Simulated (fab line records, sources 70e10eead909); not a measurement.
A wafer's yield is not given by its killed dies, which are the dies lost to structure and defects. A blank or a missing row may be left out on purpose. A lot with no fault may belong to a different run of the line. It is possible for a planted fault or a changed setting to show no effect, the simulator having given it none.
fab line records	flow nand_harc
[record] lots = 13	wafers = 39	last_day = 25
route steps=1159 shown A_CONTACT@865 A_M1@1057 A_BONDPAD@1076 THIN_TSV@1126 END@1159
lots untouched by any fault: they come from a run of this same line in which no faults occurred
start_h: the number of hours between the record's first day and the start of the first shown wafer of the lot	wait_h: hours from the lot's prior step to this one	" unchanged from the row above	L1.1+2: a row that stands for several wafers	- no value, or no start given	* or withheld: withheld	< > ~ a bound
route shown NAME@n: names a module that has steps shown in the file, with the first one's number in the route	usual: mean/standard deviation of fault-free wafers	same: alike in all rows	chamber/n: place in a boat	sites: each site's reading	_std_site: standard deviation across them	_edge_site: the outer-site mean with the inner-site mean subtracted	radius_mm: how far each site lies from the wafer's centre	mask NAME#n: copy n	behind: the most recent tool/chamber to have shaped the wafer	hold: cause of the lot's hold/its duration in hours/its outcome	device: whichever transistor did not switch (one of n, p or np)	end of line: tests run on the same wafers once the route is complete	step lacking rows: just its recipe	killed: dies that structure and defects cost at the first sort, which is not the same as the wafer's yield	map: the dies of a wafer, with x for killed, . for not killed, _ for no die there
set.NAME: the setting that was run; set.NAME@STEP: the one run at that earlier step	model.NAME: the simulator's own value behind a step, which no gauge read
steps of the route over a sample of lots; a table a step, a row a wafer
services: a tool's chamber out of use, with start hour (start_h, from the record's first day; less than 0 if before it), hours out, and reason
[[steps]]
[step NHARC_A_CONTACT_ETCH_114]
[recipe] source_w = withheld	pressure_mtorr = 20	bias_v = 3000	time_s = 94	target_depth_a = 9220	ar_flow_sccm = withheld	c4f8_flow_sccm = withheld	o2_flow_sccm = withheld	chemistry = C4F8/O2/Ar
lot.wafer	tool	chamber	start_h	wait_h	rf_hours_counter_h
L653.1	har_cap_etch-02	1	370.87	0.1	9
L653.2	"	0	"	"	9
L653.3	"	1	"	"	-
L654.1	har_cap_etch-03	1	376.58	0.1	83
L654.2	"	0	"	"	83
L654.3	"	1	"	"	-
L656.1	har_cap_etch-02	0	378.84	0.1	11
L656.3	"	0	"	"	-
L656.6	"	1	"	"	-
L658.1	har_cap_etch-02	1	380.76	0.1	12
L658.2	"	0	"	"	12
L658.6	"	1	"	"	-
L655.1	har_cap_etch-03	1	385.07	0.1	85
L655.4	"	0	"	"	-
L655.6	"	1	"	"	-
L657.1	har_cap_etch-01	0	386.57	0.1	59
L657.3	"	1	"	"	-
L657.6	"	0	"	"	-
L660.2	har_cap_etch-03	1	404.66	0.1	89
L660.3	"	1	"	"	-
L660.4	"	0	"	"	-
L659.1	har_cap_etch-02	0	412.40	0.1	17
L659.3	"	1	"	"	-
L659.4	"	0	"	"	-
L663.2	har_cap_etch-01	1	431.71	0.1	65
L663.3	"	1	"	"	-
L663.4	"	0	"	"	-
L665.4	har_cap_etch-02	1	444.84	0.1	-
L665.3	"	0	"	"	-
L665.6	"	0	"	"	-
L667.2	har_cap_etch-02	1	459.00	0.1	25
L667.1	"	0	"	"	25
L667.4	"	1	"	"	-
L669.2	har_cap_etch-02	1	474.65	0.1	28
L669.6	"	0	"	"	-
L669.5	"	1	"	"	-
L676.2	har_cap_etch-03	1	512.98	0.1	109
L676.1	"	0	"	"	109
L676.5	"	1	"	"	-
[step NHARC_A_M1_PRE_CLEAN_32]
[recipe] time_s = 12	temp_c = 370	rf_power_w = 300	gas = NH3
[usual] heater_power_w = 655/94
lot.wafer	tool	chamber	start_h	wait_h	heater_power_w
L653.3	pecvd-01	0	403.16	0.3	602
L653.1	"	1	"	"	735
L653.2	"	2	"	"	671
L654.1	pecvd-04	0	408.30	0.1	488
L654.2	"	1	"	"	578
L654.3	"	2	"	"	729
L656.1	pecvd-02	0	414.86	0.7	880
L656.3	"	1	"	"	648
L656.6	"	0	"	"	859
L658.2	pecvd-01	0	415.15	0.5	581
L658.1	"	1	"	"	676
L658.6	"	0	"	"	568
L657.3	pecvd-04	0	419.32	0.1	528
L657.1	"	1	"	"	599
L657.6	"	0	"	"	543
L655.1	pecvd-02	0	419.66	0.1	852
L655.4	"	2	"	"	652
L655.6	"	0	"	"	863
L660.2	pecvd-01	2	437.10	0.1	715
L660.3	"	0	"	"	580
L660.4	"	2	"	"	732
L659.1	pecvd-01	0	443.25	0.1	589
L659.3	"	1	"	"	715
L659.4	"	0	"	"	584
L663.3	pecvd-02	1	465.06	0.1	665
L663.2	"	2	"	"	626
L663.4	"	1	"	"	690
L665.3	pecvd-02	0	480.44	0.1	758
L665.6	"	1	"	"	693
L665.4	"	2	"	"	687
L667.2	pecvd-04	1	504.17	0.1	547
L667.1	"	0	"	"	537
L667.4	"	2	"	"	647
L669.2	pecvd-01	0	515.70	0.1	590
L669.5	"	0	"	"	578
L669.6	"	2	"	"	636
L676.1	pecvd-02	1	544.95	0.1	733
L676.2	"	2	"	"	643
L676.5	"	1	"	"	718
[step NHARC_A_BONDPAD_ETCH_34]
[recipe] target_depth_a = 600	overetch_a = 180	time_s = 65.91	ion_energy_ev = 200	n2_flow_sccm = 150	h2_flow_sccm = 150	ar_flow_sccm = 0	rf_w = 400	bias_w = 150	chemistry = N2/H2
[usual] drypump_motor_current_A = 5.6/0.45	oes_product_au = 0.994/0.0095	rf_vpp_V = 430/3.3	showerhead_plenum_p_Torr = 2.03/0.12	throttle_valve_pct = 14.170/0.0094
lot.wafer	tool	chamber	start_h	wait_h	drypump_motor_current_A	oes_product_au	rf_hours_counter_h	rf_vpp_V	showerhead_plenum_p_Torr	throttle_valve_pct
L653.3	rie_diel-03	0	405.31	0.1	5.6	0.996	1	430	2.04	14.178
L653.2	"	1	"	"	6.3	0.984	1	428	1.90	14.162
L653.1	"	3	"	"	5.3	1.007	1	436	2.22	14.174
L654.2	rie_diel-06	0	410.46	0.1	5.5	1.014	5	430	2.04	14.171
L654.1	"	1	"	"	4.8	1.001	7	427	1.90	14.177
L654.3	"	3	"	"	5.8	1.012	6	433	2.11	14.171
L656.1	rie_diel-06	1	417.12	0.1	4.8	0.998	7	427	1.90	14.184
L656.3	"	2	"	"	6.0	0.997	6	426	1.90	14.184
L656.6	"	1	"	"	4.8	0.989	-	426	1.90	14.156
L658.2	rie_diel-03	0	417.77	0.1	5.5	0.990	3	430	2.04	14.158
L658.1	"	1	"	"	6.4	0.979	3	424	1.90	14.179
L658.6	"	1	"	"	6.4	0.986	-	427	1.90	14.176
L657.1	rie_diel-03	2	421.46	0.1	5.8	0.988	4	434	2.16	14.161
L657.3	"	3	"	"	5.3	0.998	4	435	2.22	14.186
L657.6	"	2	"	"	5.7	0.980	-	435	2.16	14.183
L655.1	rie_diel-03	2	421.88	0.1	5.8	0.996	4	434	2.16	14.161
L655.4	"	0	"	"	5.6	1.009	4	430	2.04	14.168
L655.6	"	2	"	"	5.7	0.993	-	433	2.16	14.192
L660.4	rie_diel-06	3	439.23	0.1	5.8	0.985	0	431	2.11	14.171
L660.2	"	0	"	"	5.5	1.000	0	431	2.04	14.165
L660.3	"	2	"	"	6.0	1.002	0	426	1.90	14.172
L659.1	rie_diel-03	0	445.29	0.1	5.6	0.993	7	431	2.04	14.174
L659.4	"	1	"	"	6.4	0.984	7	426	1.89	14.157
L659.3	"	2	"	"	5.7	0.992	7	433	2.16	14.180
L663.4	rie_diel-06	2	467.20	0.1	6.0	0.987	1	427	1.90	14.165
L663.3	"	0	"	"	5.5	1.004	2	430	2.04	14.161
L663.2	"	1	"	"	4.8	1.002	1	426	1.90	14.161
L665.4	rie_diel-06	2	482.59	0.1	6.0	0.990	2	426	1.90	14.178
L665.3	"	1	"	"	4.8	0.982	2	426	1.90	14.191
L665.6	"	3	"	"	5.7	0.997	-	432	2.11	14.169
L667.1	rie_diel-06	1	506.25	0.1	4.8	0.982	2	426	1.90	14.161
L667.2	"	2	"	"	6.0	0.996	2	427	1.90	14.173
L667.4	"	3	"	"	5.7	0.993	2	433	2.11	14.181
L669.2	rie_diel-03	3	517.76	0.1	5.3	0.989	22	435	2.21	14.165
L669.6	"	1	"	"	6.4	0.983	-	424	1.89	14.173
L669.5	"	3	"	"	5.2	0.993	-	435	2.21	14.169
L676.2	rie_diel-06	1	547.03	0.1	4.8	0.995	4	426	1.90	14.173
L676.1	"	3	"	"	5.8	1.000	4	434	2.11	14.143
L676.5	"	2	"	"	6.0	0.987	-	426	1.90	14.164
[step NHARC_THIN_TSV_STRIP_62]
[recipe] power_w = 1500	temp_c = 250	time_s = 20	chemistry = N2/H2
[usual] drypump_motor_current_A = 5.63/0.29	heater_power_w = 338/31
lot.wafer	tool	chamber	start_h	wait_h	drypump_motor_current_A	heater_power_w	rf_hours_counter_h
L653.1	plasma_asher-02	1	424.27	-	5.87	321	20
L653.2	"	0	"	"	5.89	299	20
L653.3	"	0	"	"	5.86	306	-
L654.2	plasma_asher-02	0	430.46	-	5.92	301	23
L654.1	"	1	"	"	5.90	315	23
L654.3	"	0	"	"	5.87	307	-
L658.2	plasma_asher-02	0	435.77	-	5.84	307	24
L658.1	"	1	"	"	5.91	314	24
L658.6	"	1	"	"	5.87	313	-
L656.1	plasma_asher-01	1	436.82	-	5.22	369	51
L656.3	"	1	"	"	5.25	378	-
L656.6	"	1	"	"	5.25	374	-
L657.1	plasma_asher-02	0	437.99	-	5.87	303	25
L657.3	"	1	"	"	5.90	315	-
L657.6	"	1	"	"	5.87	316	-
L655.1	plasma_asher-02	1	442.24	-	5.89	312	26
L655.4	"	0	"	"	5.94	303	-
L655.6	"	0	"	"	5.91	302	-
L660.2	plasma_asher-02	1	458.17	-	5.88	317	33
L660.3	"	1	"	"	5.89	316	-
L660.4	"	0	"	"	5.87	303	-
L659.1	plasma_asher-02	0	463.26	-	5.85	308	36
L659.4	"	1	"	"	5.85	317	-
L659.3	"	0	"	"	5.90	300	-
L663.2	plasma_asher-01	0	485.14	-	5.47	368	11
L663.4	"	1	"	"	5.21	376	-
L663.3	"	0	"	"	5.48	364	-
L665.4	plasma_asher-02	1	502.64	-	5.85	320	-
L665.3	"	0	"	"	5.92	315	-
L665.6	"	1	"	"	5.85	314	-
L667.2	plasma_asher-02	1	529.70	-	5.88	309	58
L667.1	"	0	"	"	5.91	299	58
L667.4	"	0	"	"	5.89	300	-
L669.2	plasma_asher-01	0	538.89	-	5.49	366	25
L669.6	"	0	"	"	5.49	367	-
L669.5	"	1	"	"	5.21	375	-
L676.2	plasma_asher-02	0	565.08	-	5.92	299	8
L676.1	"	1	"	"	5.86	325	8
L676.5	"	0	"	"	5.93	297	-
[step NHARC_END_SORT_01]
[recipe] temp_c = 25
[usual] killed_at_array = 25/9.2	killed_at_other = 0.9/1.3	killed_at_periphery = 3.3/2.3	killed_dies = 29/9.6	killed_open = 3.2/1.8	killed_short = 2/1.4
[same] gross_dies = 677
lot.wafer	tool	chamber	start_h	wait_h	killed_at_array	killed_at_other	killed_at_periphery	killed_dies	killed_open	killed_short
L667.1	prober-02	0	542.04	2.5	67	2	1	70	3	5
L667.2	prober-02	0	542.82	2.8	22	2	1	25	0	2
L667.4	prober-02	0	544.38	3.3	27	5	1	33	4	5
L669.2	prober-01	0	552.47	2.8	25	0	5	30	2	3
L669.5	prober-01	0	554.90	3.7	37	1	3	41	1	3
L669.6	prober-01	0	555.71	4.0	84	0	2	86	2	2
// killed by level:class
L667.1 A_CONTACT:unspecified=43 A_STAIRCASE:chamber_film_flake=6 A_SLIT:chamber_film_flake=5 A_CONTACT:chamber_film_flake=3 A_CONTACT:geometric_particle:short=2 A_CHANNEL_HOLE_D1:chamber_film_flake=2 THIN_TSV:chamber_film_flake=2 P_M0:geometric_particle:open=1
L667.2 A_STAIRCASE:chamber_film_flake=11 A_CHANNEL_HOLE_D1:chamber_film_flake=6 A_SLIT:chamber_film_flake=3 P_CONTACT:geometric_particle:short=1 STARTING-WAFER:geometric_particle:short=1 A_CONTACT:chamber_film_flake=1 A_M1:chamber_film_flake=1 THIN_TSV:chamber_film_flake=1
L667.4 A_STAIRCASE:chamber_film_flake=9 A_CHANNEL_HOLE_D1:chamber_film_flake=5 THIN_TSV:chamber_film_flake=5 A_WL_FILL:geometric_particle:short=4 A_SLIT:chamber_film_flake=4 A_ONON_D1:geometric_particle:open=2 P_M0:geometric_particle:open=1 A_M0:geometric_particle:short=1
L669.2 A_SLIT:chamber_film_flake=11 A_CHANNEL_HOLE_D1:chamber_film_flake=7 A_CONTACT:chamber_film_flake=3 A_CONTACT:geometric_particle:short=2 A_CONTACT:geometric_particle:open=2 P_ZERO_WELL:chamber_film_flake=2 P_CONTACT:chamber_film_flake=2 P_M0:geometric_particle:short=1
L669.5 A_CHANNEL_HOLE_D1:chamber_film_flake=14 A_SLIT:chamber_film_flake=13 A_CONTACT:chamber_film_flake=4 P_CONTACT:chamber_film_flake=2 A_ONON_D1:geometric_particle:short=1 A_CHANNEL_FILL_D1:geometric_particle:short=1 A_CHANNEL_FILL_D1:geometric_particle:open=1 P_ZERO_WELL:chamber_film_flake=1
L669.6 A_CONTACT:unspecified=49 A_CHANNEL_HOLE_D1:chamber_film_flake=17 A_SLIT:chamber_film_flake=9 A_CONTACT:chamber_film_flake=3 P_M1:chamber_film_flake=2 A_CHANNEL_FILL_D1:chamber_film_flake=2 A_SGD_CUT:geometric_particle:open=1 A_SGD_CUT:geometric_particle:short=1
[[services]]
tool	chamber	start_h	hours	kind
rie_diel-06	0	347.54	28.0	repair
plasma_asher-01	-	349.15	7.4	repair
pecvd-01	0	351.15	6.1	repair
rie_diel-06	2	359.52	9.2	repair
plasma_asher-02	-	360.03	9.0	pm
pecvd-01	0	365.15	14.1	repair
pecvd-04	-	366.98	0.5	repair
rie_diel-06	-	379.23	0.7	repair
rie_diel-03	-	392.30	9.0	pm
rie_diel-06	3	393.27	5.8	repair
rie_diel-06	3	414.76	2.9	repair
pecvd-01	-	418.00	13.0	pm
rie_diel-06	-	418.33	9.0	pm
rie_diel-06	-	429.95	0.6	repair
pecvd-02	2	447.01	11.5	repair
plasma_asher-02	-	465.39	0.8	repair
plasma_asher-02	-	468.85	7.8	repair
plasma_asher-02	-	476.75	1.5	repair
har_cap_etch-03	-	496.44	0.7	repair
rie_diel-03	0	507.85	12.3	repair
pecvd-02	-	515.39	13.0	pm
plasma_asher-02	-	537.03	9.0	pm
rie_diel-06	0	541.88	11.7	repair
har_cap_etch-03	-	545.00	17.0	pm
[[key]]
[first_sign] step = NHARC_END_SORT_01	reading = killed_at_array	direction = up	sigmas = 5.5	usual = 25	struck = 76
[effect] step = NHARC_END_SORT_01	reading = killed_dies	direction = up	sigmas = 5	usual = 29	struck = 78
[more_kills_born_at] NHARC_A_CONTACT_ETCH_114@har_cap_etch-02 = 92
met_at NHARC_A_CONTACT_ETCH_114
struck_lots L667,L669
struck_wafers L667.1,L669.6
tester_left_out L667,L669
not_acting_at NHARC_A_M1_PRE_CLEAN_32,NHARC_A_BONDPAD_ETCH_34,NHARC_THIN_TSV_STRIP_62
onset_between 444.84 459.00
[fault] kind = chamber_particle_source	tool = har_cap_etch-02	chamber = 0	onset_h = 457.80	steps = NHARC_A_CONTACT_ETCH_114	rate_per_visit_cm2 = 0.82452	end_h = 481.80
// tester_left_out: of these lots the tester's yield and bins aren't shown, on N5 and GAA mostly nor the transistor test; their killed dies are dies lost to structure and defects alone, not to doping, threshold or leakage, so they don't give the yield
